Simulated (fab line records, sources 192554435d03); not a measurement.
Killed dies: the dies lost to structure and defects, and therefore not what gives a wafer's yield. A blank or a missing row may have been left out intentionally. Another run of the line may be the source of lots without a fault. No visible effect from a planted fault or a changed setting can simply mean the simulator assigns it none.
A struck lot beside a sound one    flow n5 finfet    20 out of 1938 route steps
Sound: wafers L499.1, L499.2, L499.6. Struck: wafer L520.6 (L520.2, L520.5, from the same lot, were not struck and are left out); the cause is given at the end.
Each step with rows lists, per side, the tool, then ch with its chambers, then its first start. Under that, the readings that differ: sound wafers    struck wafers    difference of the means    sigmas: that difference in standard deviations of wafers without a fault.
alike: a reading whose means differ by less than 2 such deviations, as well as words and numbers matching on both sides. not compared: withheld readings; readings where some wafer has no value; bounds like >300 that might hide an equal value; numbers whose values overlap and for which the record gives no deviation.
The two part at a step that has a row with sigmas, a row that says differs or no value, or rows on one side only. Numbers that have no deviation but don't overlap get no sigmas and don't part them. Lack of a reading on every wafer of one side parts them only where that side has two or more wafers.

first, 9 steps without rows for these wafers: N5_MOL_CONTACT_COAG_COAT_62 (time 60 s, resist thk 60 nm); N5_MOL_CONTACT_COAG_COAT_63 (time 60 s, resist thk 10 nm); N5_MOL_CONTACT_COAG_COAT_64 (time 60 s, resist thk 10 nm); N5_MOL_CONTACT_COAG_COAT_34 (resist thk 40 nm); N5_MOL_CONTACT_COAG_EBR_36; N5_MOL_CONTACT_COAG_SOFTBAKE_35 (time 60 s); N5_MOL_CONTACT_COAG_EXPOSE_37 (exposes mask VD, defocus 0 nm); N5_MOL_CONTACT_COAG_PEB_38 (peb time 60 s); N5_MOL_CONTACT_COAG_DEVELOP_39 (develop time 30 s).
N5_MOL_CONTACT_COAG_CD_MEAS_40: the cd target is 25.1 nm.
  sound on cd sem-01 ch 0, day 5 07:25; struck on cd sem-01 ch 0, day 10 11:45
  alike: cd nm
N5_MOL_CONTACT_COAG_OVL_MEAS_41:
  sound on overlay-01 ch 0, day 5 07:27; struck on overlay-01 ch 0, day 10 11:47
  alike: VD_OVL
N5_MOL_CONTACT_COAG_INSPECT_42: inspects for defects (brightfield).
  sound on defect inspect-01 at day 5 07:31; struck on defect inspect-01 at day 10 11:50
  alike: raw defect count
N5_MOL_CONTACT_COAG_DESCUM_45: chemistry O2, time 7 s.
  sound on rie diel-01 ch 1,3, day 5 07:32; struck on rie diel-01 ch 0, day 10 11:55
reading                                                sound              struck  difference  sigmas
throttle valve pct (%)                                 20.31 20.24 20.30  20.70   +0.42       +2
model.CAR-EUV_of_MOL_CONTACT_COAG_COAT_34.thk nm (nm)  36.2 36 36         35.4    -0.7        
  alike: drypump motor current A, oes product au, rf vpp V, showerhead plenum p Torr
  not compared: rf hours counter h
N5_MOL_CONTACT_COAG_ETCH_65: etches underlayer in N2/H2, target depth 13 nm, time 10.4 s.
  sound on rie diel-01 ch 1,3, day 5 07:35; struck on rie diel-01 ch 0, day 10 11:56
  alike: drypump motor current A, etch rf on time s, oes product au, rf vpp V, showerhead plenum p Torr, throttle valve pct
  not compared: rf hours counter h
N5_MOL_CONTACT_COAG_ETCH_66: etches SiARC in CF4, target depth 13 nm, time 21.7 s.
  sound on rie diel-01 ch 1,3, day 5 07:36; struck on rie diel-01 ch 0, day 10 11:58
  alike: drypump motor current A, etch rf on time s, oes product au, rf vpp V, showerhead plenum p Torr, throttle valve pct
  not compared: rf hours counter h
N5_MOL_CONTACT_COAG_ALD_133: deposits SiO2, target thk 5 nm, pulse time 1 s, co reactant pulse time 1 s.
  sound on ald sin-03 ch 1,2, day 5 07:41; struck on ald sin-01 ch 0, day 10 12:09
  alike: heater power w, precursor pulse height rel
N5_MOL_CONTACT_COAG_ETCHBACK_134: etches SiO2 in CHF3, target depth 10 nm, time 6.7 s.
  sound on rie diel-01 ch 2,3, day 5 07:52; struck on rie diel-01 ch 0, day 10 12:20
reading                                                sound           struck  difference  sigmas
model.CAR-EUV_of_MOL_CONTACT_COAG_COAT_34.thk nm (nm)  15.4 15.4 15.4  14.8    -0.6        
  alike: drypump motor current A, oes product au, rf vpp V, showerhead plenum p Torr, throttle valve pct
  not compared: rf hours counter h
N5_MOL_CONTACT_COAG_ETCH_67: etches SOC in N2/H2, target depth 60 nm, overetch 21 nm, time 101.2 s.
  sound on rie diel-01 ch 2,3, day 5 07:53; struck on rie diel-01 ch 0, day 10 12:22
  alike: drypump motor current A, oes product au, rf vpp V, showerhead plenum p Torr, throttle valve pct
  not compared: rf hours counter h
-- the record jumps here: 3 days lie between the struck wafers' starts before and after (it left off in module MOL_CONTACT_COAG and takes up again in module BEOL_M4, whose first step shown is number 1111 of the route) --
N5_BEOL_M4_RC_MEAS_101:
  sound on prober-01 ch 0, day 7 18:26; struck on prober-01 ch 0, day 13 05:00
  alike: DIBL_N, DIBL_P, IOFF_N, IOFF_P, ION_N, ION_P, SS_N, SS_P, VT_N, VT_P
next, for these wafers, 1 step has no rows: N5_PASSIVATION_PROBE_49.

## WHERE THEY PART
Only at N5_MOL_CONTACT_COAG_DESCUM_45, as far as this record shows. Later steps at which nothing parts them and some readings are alike: N5_MOL_CONTACT_COAG_ETCH_65, N5_MOL_CONTACT_COAG_ETCH_66, N5_MOL_CONTACT_COAG_ALD_133, N5_MOL_CONTACT_COAG_ETCHBACK_134, N5_MOL_CONTACT_COAG_ETCH_67, N5_BEOL_M4_RC_MEAS_101.

WHY: whatever the simulator had introduced
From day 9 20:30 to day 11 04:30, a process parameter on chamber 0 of rie diel-01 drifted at N5_MOL_CONTACT_COAG_DESCUM_45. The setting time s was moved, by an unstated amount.
